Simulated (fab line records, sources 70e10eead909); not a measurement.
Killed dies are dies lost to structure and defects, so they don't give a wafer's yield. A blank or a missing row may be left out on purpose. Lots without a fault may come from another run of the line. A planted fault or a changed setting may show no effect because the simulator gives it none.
A struck lot beside a sound one | flow nand_harc | 14 steps out of a route of 1159
Sound: wafers L183.1, L183.2, L183.5. Struck: wafers L196.1, L196.3, L196.4. The cause comes at the end.
At each step with rows: each side's tool, then ch and its chambers, then its first start. Under that, the readings that differ: sound wafers | struck wafers | difference of the means | sigmas: that difference in standard deviations of wafers without a fault.
alike: readings whose means differ by less than 2 such deviations, and words and numbers that are the same on both sides. not compared: withheld readings, readings that some wafer has no value for, bounds like >300 that may hide the same value, and numbers for which the record gives no deviation and whose values overlap.
The two part at a step that has a row with sigmas, a row that says differs or no value, or rows on one side only. Numbers that don't overlap but have no deviation are shown without sigmas and don't part them. A reading that every wafer of one side lacks parts them only if that side has two wafers or more.

first, 1 step without rows for these wafers: NHARC_THIN_TSV_HARDBAKE_13 (time 80 s).
NHARC_THIN_TSV_DESCUM_14: chemistry O2, time 3 s.
  sound on rie_diel-02 ch 0,1, day 19 07:50; struck on rie_diel-02 ch 1,2,3, day 23 09:07
  alike: drypump_motor_current_A, oes_product_au, rf_vpp_V, showerhead_plenum_p_Torr, throttle_valve_pct
  not compared: rf_hours_counter_h
then, 2 steps without rows for these wafers: NHARC_THIN_TSV_ETCH_44 (etches the open film in CF4/O2, target depth 1594.2 nm, time 797.1 s); NHARC_THIN_TSV_ETCH_15 (target depth 3000 nm, bosch target overetch cycles 2, bosch etch step 2.8 s).
NHARC_THIN_TSV_CD_MEAS_16:
  sound on cd_sem-02, day 19 08:39; struck on cd_sem-01, day 23 10:16
  alike: cd_nm
then, 3 steps without rows for these wafers: NHARC_THIN_TSV_STRIP_45 (strips in O2); NHARC_THIN_TSV_STRIP_46 (strips in post etch residue remover, time 1200 s); NHARC_THIN_TSV_DEP_47 (deposits SiO2, target thk 200 nm).
NHARC_THIN_TSV_ETCHBACK_48: etches the open film in C4F8/Ar, target depth 1028.5 nm, time 405.17 s.
  sound on rie_diel-08 ch 2,3, day 19 09:59; struck on rie_diel-02 ch 1,3, day 23 11:33
  alike: bias_w, oes_product_au, rf_vpp_V
  not compared: rf_hours_counter_h
NHARC_THIN_TSV_STRIP_62: strips in N2/H2, time 20 s.
  sound on plasma_asher-02 ch 0,1, day 19 10:20; struck on plasma_asher-01 ch 0,1, day 23 12:13
  alike: drypump_motor_current_A, heater_power_w, temp_c
  not compared: rf_hours_counter_h
then, 1 step without rows for these wafers: NHARC_THIN_TSV_DEGAS_49 (time 120 s).
NHARC_THIN_TSV_PRE_CLEAN_50: time 30 s.
  sound on pvd_sputter-02; struck on pvd_sputter-02
  alike: heater_power_w
NHARC_THIN_TSV_PVD_19: deposits TaN, target thk 20 nm.
  sound on pvd_sputter-02, day 19 10:41; struck on pvd_sputter-02, day 23 12:32
  no value came back on the struck wafers for chamber_pressure_pa (Pa), throttle_valve_pct (%); on the sound wafers chamber_pressure_pa (Pa) reads 5.000 4.998 4.993
NHARC_THIN_TSV_PVD_51: deposits Cu, target thk 100 nm.
  sound on pvd_sputter-02; struck on pvd_sputter-02
  alike: chamber_pressure_pa, throttle_valve_pct

WHERE THEY PART
Only at NHARC_THIN_TSV_PVD_19, within this record. Later steps at which nothing parts them and some readings are alike: NHARC_THIN_TSV_PVD_51.

WHY: what the simulator had put in
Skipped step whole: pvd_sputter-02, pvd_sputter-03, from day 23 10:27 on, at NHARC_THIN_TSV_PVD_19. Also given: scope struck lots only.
